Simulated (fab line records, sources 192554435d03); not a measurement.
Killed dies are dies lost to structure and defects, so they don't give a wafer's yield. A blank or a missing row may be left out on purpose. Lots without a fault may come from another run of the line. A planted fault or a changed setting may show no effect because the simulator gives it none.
fab line records | flow n5_finfet
record lots=7 wafers=39
route steps=1938 shown BEOL_M1@751 BEOL_M6@1251 BEOL_M9@1443 BEOL_M13@1705 BEOL_M14@1753
start_h: hours from the record's first day to the start of the lot's first wafer shown | wait_h: hours since the lot's step before | " the same as in the row above | L1.1+2: a row that stands for several wafers | - no value, or no start given | * or withheld: withheld | < > ~ a bound
route shown NAME@n: a module of which the file shows steps, and the number in the route of the first | usual: mean/standard deviation of fault-free wafers | same: alike in all rows | chamber/n: place in a boat | sites: the reading at each site | _std_site: their standard deviation | _edge_site: outer sites' mean less inner sites' | radius_mm: how far each site lies from the wafer's centre | mask NAME#n: copy n | behind: the tool/chamber that last shaped the wafer | hold: why the lot was held/for how many hours/how that ended | device: the transistor (n, p or np) that didn't switch | end of line: the same wafers' tests at the end of the route | a step without rows: its recipe alone | killed: dies lost to structure and defects at the first sort, not the wafer's yield | map: a wafer's dies, x killed, . not, _ none there
set.NAME: the setting as run; set.NAME@STEP: as run at that earlier step | model.NAME: the simulator's own value behind a step, which no gauge read
lots whose settings were changed on purpose; a table a step, a row a wafer
## steps
# step N5_BEOL_M1_ILD_DEP_00
# recipe material=SiOC target_thk_a=790 temp_c=350 precursor=DEMS/O2 pressure_torr=5 rf_w=500 time_s=15.3
# columns lot.wafer tool chamber start_h wait_h set.target_thk_a model.SiOC_of_BEOL_M1_ILD_DEP_00.thk_nm
L074.1 pecvd-02 2 117.94 0.0 790 78.2
L074.4+5 " 1,2 " " 790 78.6
L075.1 pecvd-03 0 124.97 0.0 1195 117.8
L075.2 " 1 " " 790 76.2
L075.3 " 2 " " 1195 118.4
L075.4 " 1 " " 790 78.6
L075.5 " 2 " " 1195 119.6
L075.6 " 0 " " 790 78.8
L079.1 pecvd-02 1 147.85 0.0 790 77.2
L079.2 " 2 " " 790 78.6
L079.3 " 0 " " 359.9 36
L079.4 " 1 " " 790 78.8
L079.5 " 0 " " 359.9 37.2
L079.6 " 2 " " 359.9 35.6
L080.1 pecvd-01 2 153.94 0.0 790 78.2
L080.2 " 1 " " 433.6 42.8
L080.3 " 0 " " 433.6 43.2
L080.4 " 2 " " 790 79.8
L080.5 " 0 " " 433.6 43.4
L080.6 " 1 " " 790 80.2
L083.1 pecvd-01 0 173.43 0.0 790 78.8
L083.2 " 1 " " 790 78
L083.3 " 2 " " 790 78.2
L083.4 " 1 " " 989.1 99.6
L083.5 " 0 " " 989.1 99.2
L083.6 " 2 " " 989.1 97.8
L086.1 pecvd-01 2 194.57 0.0 790 78.2
L086.2 " 1 " " 790 79.2
L086.3 " 0 " " 790 79
L086.4 " 0 " " 790 80.2
L086.5 " 1 " " 790 81.2
L086.6 " 2 " " 790 81
L089.1 pecvd-02 0 210.83 0.0 1216 120.4
L089.2 " 1 " " 1216 120.6
L089.3 " 2 " " 790 77.6
L089.4 " 0 " " 790 79.2
L089.5 " 2 " " 790 79
L089.6 " 1 " " 1216 121.4
# step N5_BEOL_M1_THK_MEAS_01
# recipe reads=SiOC_of_BEOL_M1_ILD_DEP_00
# usual M1_ILD_THK=78.9/0.87
# columns lot.wafer tool chamber start_h wait_h set.target_thk_a@BEOL_M1_ILD_DEP_00 M1_ILD_THK[nm]
L074.1 film_metro-01 - 118.01 0.0 790 78.3
L074.4 " - " " 790 78.6
L074.5 " - " " 790 78.7
L075.1 film_metro-02 - 125.04 0.0 1195 117.9
L075.2 " - " " 790 76.3
L075.3 " - " " 1195 118.5
L075.4 " - " " 790 78.6
L075.5 " - " " 1195 119.6
L075.6 " - " " 790 78.8
L079.1 film_metro-01 - 147.92 0.1 790 77.1
L079.2 " - " " 790 78.6
L079.3 " - " " 359.9 36.0
L079.4 " - " " 790 78.7
L079.5 " - " " 359.9 37.2
L079.6 " - " " 359.9 35.7
L080.1 film_metro-02 - 154.01 0.0 790 78.1
L080.2 " - " " 433.6 42.7
L080.3 " - " " 433.6 43.3
L080.4 " - " " 790 79.7
L080.5 " - " " 433.6 43.4
L080.6 " - " " 790 80.2
L083.1 film_metro-01 - 173.50 0.0 790 78.9
L083.2 " - " " 790 78.1
L083.3 " - " " 790 78.1
L083.4 " - " " 989.1 99.6
L083.5 " - " " 989.1 99.3
L083.6 " - " " 989.1 98.0
L086.1 film_metro-01 - 194.64 0.0 790 78.3
L086.2 " - " " 790 79.3
L086.3 " - " " 790 79.1
L086.4 " - " " 790 80.2
L086.5 " - " " 790 81.2
L086.6 " - " " 790 81.1
L089.1 film_metro-01 - 210.89 0.0 1216 120.4
L089.2 " - " " 1216 120.6
L089.3 " - " " 790 77.6
L089.4 " - " " 790 79.1
L089.5 " - " " 790 79.1
L089.6 " - " " 1216 121.4
# step N5_BEOL_M6_ALD_77
# recipe material=TaN target_thk_a=20 temp_c=275 ald_precursor_family=PDMAT ald_co_reactant=NH3 pressure_torr=3 carrier_flow_sccm=1500 pulse_time_s=2 purge_time_s=3 co_reactant_purge_time_s=2 co_reactant_pulse_time_s=3 ald_cycles=40 precursor_vessel_temp_c=75 precursor_vessel_pressure_torr=26.25 precursor_vessel_carrier_sccm=1000
# columns lot.wafer tool chamber start_h wait_h set.ald_cycles model.TaN_of_BEOL_M6_ALD_77.thk_nm
L074.1+4+5 ald_metal-02 0,1,1 181.25 0.2 40 2
L075.1+2+5 ald_metal-01 3,2,0 191.79 0.0 40 2
L075.3+4+6 " 0,1,3 " " 59 3
L079.1+2+3 ald_metal-04 1,0,3 214.07 0.0 40 2
L079.4+5 " 2 " " 18 1
L079.6 " 3 " " 18 0.8
L080.1+5+6 ald_metal-04 1,1,2 218.86 0.0 17 0.8
L080.2+3+4 " 0,2,3 " " 40 2
L083.1+4+5 ald_metal-04 2,1,0 252.96 0.0 24 1.2
L083.2+3+6 " 0,1,2 " " 40 2
L086.1+2+4 ald_metal-02 0,1,3 283.04 0.0 40 2
L086.3+5+6 " 2,0,1 " " 52 2.6
L089.1+2+5 ald_metal-04 2,1,2 290.99 0.3 40 2
L089.3+4+6 " 0,0,1 " " 21 1
# step N5_BEOL_M9_VIA_ETCH_34
# recipe chemistry=C4F6/O2 target=SiCOH_lowk target_depth_a=1824 mask_material=SOC taper_deg=4 time_s=68.4 ion_energy_ev=250 pressure_mtorr=30 source_w=345 bias_w=185 Ar_flow_sccm=300 C4F6_flow_sccm=10 O2_flow_sccm=10
# columns lot.wafer tool chamber start_h wait_h set.target_depth_a model.etch.depth_nm model.SOC_of_BEOL_M9_COAT_63.thk_nm
L074.1 rie_diel-03 1 206.31 0.0 1824 188.4 50.6
L074.4 " 0 " " 1824 181.6 51
L074.5 " 2 " " 1824 183.8 50.8
L075.1 rie_diel-03 2 215.36 0.0 1824 183.9 51.2
L075.2 " 0 " " 1824 181 51.2
L075.3+5 " 3,0 " " 1824 181.1 51.4
L075.4 " 1 " " 1824 186.3 51
L075.6 " 3 " " 1824 181.5 51.4
L079.1 rie_diel-04 3 241.11 0.0 2347 231.3 48.4
L079.2 " 0 " " 2347 238.5 48
L079.3 " 2 " " 1824 180.5 51
L079.4 " 1 " " 1824 179.6 51.4
L079.5 " 2 " " 1824 179.7 51.2
L079.6 " 1 " " 2347 233.7 48.4
L080.1 rie_diel-05 3 241.92 0.0 1824 181.8 51.4
L080.2 " 0 " " 1109 108.3 55
L080.3 " 1 " " 1824 177.7 51.6
L080.4 " 2 " " 1824 176.2 51.8
L080.5 " 0 " " 1109 108.9 55
L080.6 " 1 " " 1109 108.2 55
L083.1 rie_diel-04 2 280.63 0.0 1824 179.1 51.2
L083.2 " 1 " " 2168 214.5 49.2
L083.3 " 0 " " 1824 181.1 51
L083.4 " 3 " " 1824 178.7 51
L083.5 " 0 " " 2168 216.9 49
L083.6 " 1 " " 2168 214.4 49.2
L086.1 rie_diel-04 0 308.87 0.0 1824 182.4 51
L086.2 " 1 " " 1824 180.1 51.2
L086.3 " 3 " " 1824 178.3 51.4
L086.4 " 2 " " 1824 179.3 51
L086.5 " 2 " " 1824 179.7 51.4
L086.6 " 1 " " 1824 180.9 51
L089.1 rie_diel-03 3 314.99 0.0 2139 214.3 49.4
L089.2 " 1 " " 1824 185.8 50.6
L089.3 " 2 " " 2139 213.7 49.4
L089.4 " 0 " " 2139 211.8 49.4
L089.5 " 0 " " 1824 181.2 51
L089.6 " 3 " " 1824 182 51
# step N5_BEOL_M13_SPUTTER_43
# recipe material=TaN target_thk_a=150 temp_c=50 bias_v=168.6 power_w=15000 chamber_pressure_pa=0.12 time_s=24.19
# columns lot.wafer tool chamber start_h wait_h set.time_s model.TaN_of_BEOL_M13_SPUTTER_43.thk_nm
L074.1+4+5 pvd_sputter-02 - 234.27 0.0 24.19 15.2
L075.1+4+6 pvd_sputter-02 - 249.14 0.0 29.41 18.4
L075.2 " - " " 24.19 15.2
L075.3+5 " - " " 24.19 15
L079.1+3+5+6 pvd_sputter-02 - 267.85 0.0 24.19 15.2
L079.2+4 " - " " 24.19 15
L080.1+3 pvd_sputter-03 - 274.18 0.0 24.19 14.8
L080.2+4 " - " " 13.6 8.4
L080.5 " - " " 24.19 15
L080.6 " - " " 13.6 8.2
L083.1+5+6 pvd_sputter-03 - 312.08 0.0 24.19 14.8
L083.2+3+4 " - " " 34.77 21.4
L086.1+5 pvd_sputter-03 - 339.62 0.0 24.19 14.8
L086.2+3+6 " - " " 18.92 11.6
L086.4 " - " " 24.19 15
L089.1+5 pvd_sputter-01 - 342.59 0.0 24.19 15
L089.2+4+6 " - " " 30.21 18.8
L089.3 " - " " 24.19 15.2
# step N5_BEOL_M13_SPUTTER_44
# recipe material=Ta target_thk_a=100 temp_c=50 bias_v=80 power_w=15000 chamber_pressure_pa=0.07 time_s=16.13
# step N5_BEOL_M13_SPUTTER_45
# recipe material=Cu target_thk_a=800 temp_c=-20 bias_v=60 power_w=26000 chamber_pressure_pa=0.13 time_s=13.33
# step N5_BEOL_M13_ECD_47
# recipe material=Cu target_thk_a=9360
# step N5_BEOL_M13_ANNEAL_48
# recipe temp_c=225 time_s=90 ambient=N2
# step N5_BEOL_M13_CMP_49
# recipe stop_on=SiOC t_overpolish_s=17.1 down_force_psi=1 platen_rpm=50 clearing_platen_down_force_psi=1.5 clearing_platen_rpm=50 post_cmp_clean=cu_alkaline target_thk_nm=420 clearing_platen_pad_velocity_m_s=0.99484 pad_velocity_m_s=0.99484
# usual barrier_field_endpoint_s=29.9/0.58
# columns lot.wafer tool chamber start_h wait_h set.time_s@BEOL_M13_SPUTTER_43 barrier_field_endpoint_s
L074.1 cmp-04 3 235.01 0.3 24.19 30.2
L074.4 " 2 " " 24.19 30.2
L074.5 " 0 " " 24.19 30.9
L075.3 cmp-03 0 252.14 2.4 24.19 29.5
L075.4 " 1 " " 29.41 33.8
L075.1 " 2 " " 29.41 33.8
L075.2 " 3 " " 24.19 29.4
L075.6 " 0 " " 29.41 33.5
L075.5 " 1 " " 24.19 29.5
L079.2 cmp-03 3 268.84 0.2 24.19 29.0
L079.3 " 0 " " 24.19 30.1
L079.4 " 1 " " 24.19 29.7
L079.1 " 2 " " 24.19 30.0
L079.5 " 3 " " 24.19 29.4
L079.6 " 0 " " 24.19 29.8
L080.1 cmp-01 3 275.35 0.3 24.19 29.3
L080.3 " 0 " " 24.19 30.8
L080.4 " 1 " " 13.6 21.8
L080.2 " 2 " " 13.6 22.1
L080.5 " 3 " " 24.19 29.7
L080.6 " 0 " " 13.6 21.8
L083.4 cmp-01 0 312.82 0.1 34.77 38.6
L083.2 " 1 " " 34.77 37.5
L083.3 " 2 " " 34.77 37.5
L083.1 " 3 " " 24.19 30.1
L083.5 " 0 " " 24.19 29.7
L083.6 " 1 " " 24.19 29.5
L086.4 cmp-01 3 340.51 0.1 24.19 30.6
L086.2 " 0 " " 18.92 25.6
L086.1 " 1 " " 24.19 30.2
L086.3 " 2 " " 18.92 25.8
L086.5 " 3 " " 24.19 29.4
L086.6 " 0 " " 18.92 26.0
L089.2 cmp-01 1 343.38 0.2 30.21 35.5
L089.1 " 2 " " 24.19 30.4
L089.4 " 3 " " 30.21 35.2
L089.3 " 0 " " 24.19 30.4
L089.6 " 1 " " 30.21 34.4
L089.5 " 2 " " 24.19 30.6
# step N5_BEOL_M14_TRENCH_ETCH_34
# recipe chemistry=C4F8/O2/Ar target=SiO2 target_depth_a=5566.5 mask_material=SOC he_inner_torr=15 he_outer_torr=30 time_s=126.9 ion_energy_ev=800 pressure_mtorr=20 source_w=1905 bias_w=2040 Ar_flow_sccm=400 C4F8_flow_sccm=16 O2_flow_sccm=12
# columns lot.wafer tool chamber start_h wait_h set.time_s model.etch.depth_nm
L074.1 rie_diel-02 2 237.63 0.0 126.9 572.3
L074.4 " 1 " " 126.9 562
L074.5 " 2 " " 126.9 569.3
L075.1 rie_diel-06 0 254.73 0.0 126.9 567.4
L075.2 " 1 " " 126.9 545
L075.3 " 2 " " 126.9 568.2
L075.4+6 " 0,2 " " 57.89 255.7
L075.5 " 1 " " 57.89 251.3
L079.1 rie_diel-02 3 271.41 0.0 126.9 559.5
L079.2 " 0 " " 126.9 556.1
L079.3 " 1 " " 126.9 557.4
L079.4 " 2 " " 126.9 562.3
L079.5 " 3 " " 126.9 559
L079.6 " 0 " " 126.9 560.5
L080.1 rie_diel-01 1 277.92 0.0 103.6 457.6
L080.2 " 3 " " 103.6 457.7
L080.3 " 0 " " 103.6 459.1
L080.4 " 2 " " 126.9 555.1
L080.5 " 3 " " 126.9 556.9
L080.6 " 0 " " 126.9 563.6
L083.1 rie_diel-01 0 315.35 0.0 126.9 560.1
L083.2 " 3 " " 126.9 555.4
L083.3 " 1 " " 95.97 421.8
L083.4 " 2 " " 126.9 553.4
L083.5 " 2 " " 95.97 419.8
L083.6 " 3 " " 95.97 421.7
L086.1 rie_diel-02 1 343.19 0.0 126.9 553.8
L086.2 " 3 " " 188.2 833.5
L086.3 " 0 " " 126.9 565.1
L086.4 " 2 " " 126.9 567.9
L086.5 " 3 " " 188.2 831.2
L086.6 " 0 " " 188.2 829.8
L089.1 rie_diel-02 2 345.76 0.0 126.9 564.6
L089.2 " 1 " " 126.9 555.6
L089.3 " 0 " " 69.89 310.1
L089.4 " 2 " " 69.89 309.3
L089.5 " 1 " " 69.89 304.6
L089.6 " 0 " " 126.9 558.4
# step N5_BEOL_M14_STRIP_70
# recipe chemistry=C4F8/O2/Ar resist=SiARC rf_frequency_hz=6e+07
# step N5_BEOL_M14_OCD_MEAS_35
# usual trench_depth_nm=561/6.6
# columns lot.wafer tool chamber start_h wait_h set.time_s@BEOL_M14_TRENCH_ETCH_34 trench_depth_nm
L074.1 ocd-01 - 237.79 0.0 126.9 572
L074.4 " - " " 126.9 562
L074.5 " - " " 126.9 569
L075.1 ocd-02 - 254.88 0.0 126.9 566
L075.2 " - " " 126.9 545
L075.3 " - " " 126.9 568
L075.4 " - " " 57.89 256
L075.5 " - " " 57.89 251
L075.6 " - " " 57.89 256
L079.1 ocd-02 - 271.57 0.0 126.9 560
L079.2 " - " " 126.9 556
L079.3 " - " " 126.9 557
L079.4 " - " " 126.9 562
L079.5 " - " " 126.9 559
L079.6 " - " " 126.9 561
L080.1 ocd-01 - 278.07 0.0 103.6 458
L080.2 " - " " 103.6 458
L080.3 " - " " 103.6 459
L080.4 " - " " 126.9 555
L080.5 " - " " 126.9 557
L080.6 " - " " 126.9 563
L083.1 ocd-01 - 315.50 0.0 126.9 560
L083.2 " - " " 126.9 555
L083.3 " - " " 95.97 421
L083.4 " - " " 126.9 554
L083.5 " - " " 95.97 420
L083.6 " - " " 95.97 422
L086.1 ocd-01 - 343.35 0.0 126.9 554
L086.2 " - " " 188.2 834
L086.3 " - " " 126.9 565
L086.4 " - " " 126.9 568
L086.5 " - " " 188.2 831
L086.6 " - " " 188.2 830
L089.1 ocd-01 - 345.91 0.0 126.9 565
L089.2 " - " " 126.9 555
L089.3 " - " " 69.89 310
L089.4 " - " " 69.89 309
L089.5 " - " " 69.89 304
L089.6 " - " " 126.9 559
# step N5_BEOL_M14_STRIP_37
# recipe chemistry=O2 power_w=600 temp_c=60 pressure_mtorr=30 rf_frequency_hz=6e+07 bias_power_w=0 overash_fraction=0.3 o2_flow_sccm=225
# step N5_BEOL_M14_ETCH_38
# recipe chemistry=CF4/N2 target=SiCN target_depth_a=1065 taper_deg=2 time_s=120.6 ion_energy_ev=150 mask_material=SiO2 pressure_mtorr=40 source_w=430 bias_w=70 Ar_flow_sccm=100 cf4_flow_sccm=60 n2_flow_sccm=60
# step N5_BEOL_M14_ECD_47
# recipe material=Cu target_thk_a=12480
# step N5_BEOL_M14_ANNEAL_48
# recipe temp_c=225 time_s=90 ambient=N2
# step N5_BEOL_M14_CMP_49
# recipe stop_on=SiO2 t_overpolish_s=5.2 down_force_psi=2 platen_rpm=80 clearing_platen_down_force_psi=2 clearing_platen_rpm=80 post_cmp_clean=cu_alkaline target_thk_nm=560 clearing_platen_pad_velocity_m_s=1.5917 pad_velocity_m_s=1.5917
# columns lot.wafer tool chamber start_h wait_h set.time_s@BEOL_M14_TRENCH_ETCH_34 model.Cu_of_BEOL_M14_ECD_47.thk_nm
L074.1 cmp-04 1 242.33 0.3 126.9 575.4
L074.4 " 2 " " 126.9 564.8
L074.5 " 3 " " 126.9 571.4
L075.2 cmp-03 3 257.30 0.2 126.9 546.8
L075.3 " 0 " " 126.9 570
L075.1 " 1 " " 126.9 569.8
L075.4 " 2 " " 57.89 258.6
L075.5 " 3 " " 57.89 253.8
L075.6 " 0 " " 57.89 258
L079.4 cmp-04 0 274.96 0.1 126.9 566.6
L079.2 " 1 " " 126.9 560.2
L079.3 " 2 " " 126.9 560.4
L079.1 " 3 " " 126.9 564.6
L079.5 " 0 " " 126.9 564
L079.6 " 1 " " 126.9 565
L080.3 cmp-04 0 280.97 0.7 103.6 463.6
L080.2+1 " 1,2 " " 103.6 460.6
L080.4 " 3 " " 126.9 557.2
L080.6 " 0 " " 126.9 567.4
L080.5 " 1 " " 126.9 560
L083.1 cmp-02 3 316.81 0.3 126.9 562.6
L083.2 " 0 " " 126.9 559.4
L083.3 " 1 " " 95.97 424.4
L083.4 " 2 " " 126.9 555.6
L083.6 " 3 " " 95.97 424.8
L083.5 " 0 " " 95.97 422.4
L086.2 cmp-02 0 344.85 0.2 188.2 836
L086.1 " 1 " " 126.9 556
L086.4 " 2 " " 126.9 570
L086.3 " 3 " " 126.9 566.4
L086.5 " 0 " " 188.2 834.6
L086.6 " 1 " " 188.2 833.2
L089.4 cmp-04 1 348.05 0.1 69.89 312.6
L089.3 " 2 " " 69.89 313.6
L089.2 " 3 " " 126.9 557.8
L089.1 " 0 " " 126.9 569.4
L089.6 " 1 " " 126.9 562.4
L089.5 " 2 " " 69.89 308
# step N5_BEOL_M14_THK_MEAS_50
# recipe thk_meas_gauge=xrf reads=Cu_of_BEOL_M14_ECD_47
# usual M14_THK=568/7.5
# columns lot.wafer tool chamber start_h wait_h set.time_s@BEOL_M14_TRENCH_ETCH_34 M14_THK[nm]
L074.1 film_metro-01 - 242.56 - 126.9 578
L074.4 " - " " 126.9 565
L074.5 " - " " 126.9 572
L075.1 film_metro-01 - 257.60 - 126.9 570
L075.2 " - " " 126.9 548
L075.3 " - " " 126.9 574
L075.4 " - " " 57.89 259
L075.5 " - " " 57.89 254
L075.6 " - " " 57.89 258
L079.1 film_metro-01 - 275.26 - 126.9 571
L079.2 " - " " 126.9 567
L079.3 " - " " 126.9 571
L079.4 " - " " 126.9 575
L079.5 " - " " 126.9 574
L079.6 " - " " 126.9 574
L080.1 film_metro-01 - 281.26 - 103.6 465
L080.2 " - " " 103.6 466
L080.3 " - " " 103.6 468
L080.4 " - " " 126.9 564
L080.5 " - " " 126.9 564
L080.6 " - " " 126.9 575
L083.1 film_metro-01 - 317.10 - 126.9 567
L083.2 " - " " 126.9 564
L083.3 " - " " 95.97 426
L083.4 " - " " 126.9 558
L083.5 " - " " 95.97 427
L083.6 " - " " 95.97 427
L086.1 film_metro-01 - 345.14 - 126.9 557
L086.2 " - " " 188.2 839
L086.3 " - " " 126.9 567
L086.4 " - " " 126.9 571
L086.5 " - " " 188.2 838
L086.6 " - " " 188.2 838
L089.1 film_metro-01 - 348.34 - 126.9 571
L089.2 " - " " 126.9 556
L089.3 " - " " 69.89 313
L089.4 " - " " 69.89 312
L089.5 " - " " 69.89 309
L089.6 " - " " 126.9 561
# step N5_BEOL_M14_PRE_CLEAN_52
# recipe gas=NH3 time_s=15 temp_c=withheld rf_power_w=300
# step N5_BEOL_M14_DEP_53
# recipe material=SiCN target_thk_a=500 temp_c=withheld precursor=3MS/NH3 pressure_torr=3 rf_w=675 time_s=17.8
# step N5_BEOL_M14_RS_MEAS_54
# recipe thk_meas_gauge=four-point-probe reads=Cu_of_BEOL_M14_ECD_47+Ta_of_BEOL_M14_SPUTTER_44+TaN_of_BEOL_M14_SPUTTER_43
# usual M14_RS=0.0329/0.00039
# columns lot.wafer tool chamber start_h wait_h set.time_s@BEOL_M14_TRENCH_ETCH_34 M14_RS[ohm/sq]
L074.1 film_metro-01 - 242.68 0.0 126.9 0.0322
L074.4 " - " " 126.9 0.0328
L074.5 " - " " 126.9 0.0325
L075.1 film_metro-02 - 257.73 0.0 126.9 0.0325
L075.2 " - " " 126.9 0.0338
L075.3 " - " " 126.9 0.0325
L075.4 " - " " 57.89 0.0740
L075.5 " - " " 57.89 0.0753
L075.6 " - " " 57.89 0.0743
L079.1 film_metro-01 - 275.39 0.0 126.9 0.0329
L079.2 " - " " 126.9 0.0332
L079.3 " - " " 126.9 0.0331
L079.4 " - " " 126.9 0.0329
L079.5 " - " " 126.9 0.0329
L079.6 " - " " 126.9 0.0329
L080.1 film_metro-01 - 281.39 0.0 103.6 0.0404
L080.2 " - " " 103.6 0.0405
L080.3 " - " " 103.6 0.0403
L080.4 " - " " 126.9 0.0334
L080.5 " - " " 126.9 0.0332
L080.6 " - " " 126.9 0.0327
L083.1 film_metro-01 - 317.23 0.0 126.9 0.0330
L083.2 " - " " 126.9 0.0332
L083.3 " - " " 95.97 0.0440
L083.4 " - " " 126.9 0.0334
L083.5 " - " " 95.97 0.0444
L083.6 " - " " 95.97 0.0441
L086.1 film_metro-02 - 345.27 0.0 126.9 0.0335
L086.2 " - " " 188.2 0.0220
L086.3 " - " " 126.9 0.0327
L086.4 " - " " 126.9 0.0325
L086.5 " - " " 188.2 0.0221
L086.6 " - " " 188.2 0.0221
L089.1 film_metro-02 - 348.47 0.0 126.9 0.0326
L089.2 " - " " 126.9 0.0333
L089.3 " - " " 69.89 0.0602
L089.4 " - " " 69.89 0.0606
L089.5 " - " " 69.89 0.0615
L089.6 " - " " 126.9 0.0330
## key
split step=N5_BEOL_M1_ILD_DEP_00 setting=target_thk_a stated=790 by=wafer
response step=N5_BEOL_M1_ILD_DEP_00 reading=model.SiOC_of_BEOL_M1_ILD_DEP_00.thk_nm change=+0.788 per=1% r=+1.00
response step=N5_BEOL_M1_THK_MEAS_01 reading=M1_ILD_THK change=+0.788 per=1% r=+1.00
split step=N5_BEOL_M6_ALD_77 setting=ald_cycles stated=40 by=wafer
response step=N5_BEOL_M6_ALD_77 reading=model.TaN_of_BEOL_M6_ALD_77.thk_nm change=+0.0204 per=1% r=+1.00
split step=N5_BEOL_M9_VIA_ETCH_34 setting=target_depth_a stated=1824 by=wafer
response step=N5_BEOL_M9_VIA_ETCH_34 reading=model.etch.depth_nm change=+1.83 per=1% r=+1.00
response step=N5_BEOL_M9_VIA_ETCH_34 reading=model.SOC_of_BEOL_M9_COAT_63.thk_nm change=-0.0927 per=1% r=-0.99
split step=N5_BEOL_M13_SPUTTER_43 setting=time_s stated=24.19 by=wafer
response step=N5_BEOL_M13_SPUTTER_43 reading=model.TaN_of_BEOL_M13_SPUTTER_43.thk_nm change=+0.15 per=1% r=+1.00
response step=N5_BEOL_M13_CMP_49 reading=barrier_field_endpoint_s change=+0.186 per=1% r=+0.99
split step=N5_BEOL_M14_TRENCH_ETCH_34 setting=time_s stated=126.9 by=wafer
response step=N5_BEOL_M14_TRENCH_ETCH_34 reading=model.etch.depth_nm change=+5.59 per=1% r=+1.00
response step=N5_BEOL_M14_OCD_MEAS_35 reading=trench_depth_nm change=+5.59 per=1% r=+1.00
response step=N5_BEOL_M14_CMP_49 reading=model.Cu_of_BEOL_M14_ECD_47.thk_nm change=+5.6 per=1% r=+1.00
response step=N5_BEOL_M14_THK_MEAS_50 reading=M14_THK change=+5.63 per=1% r=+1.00
response step=N5_BEOL_M14_RS_MEAS_54 reading=M14_RS change=-0.000538 per=1% r=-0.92
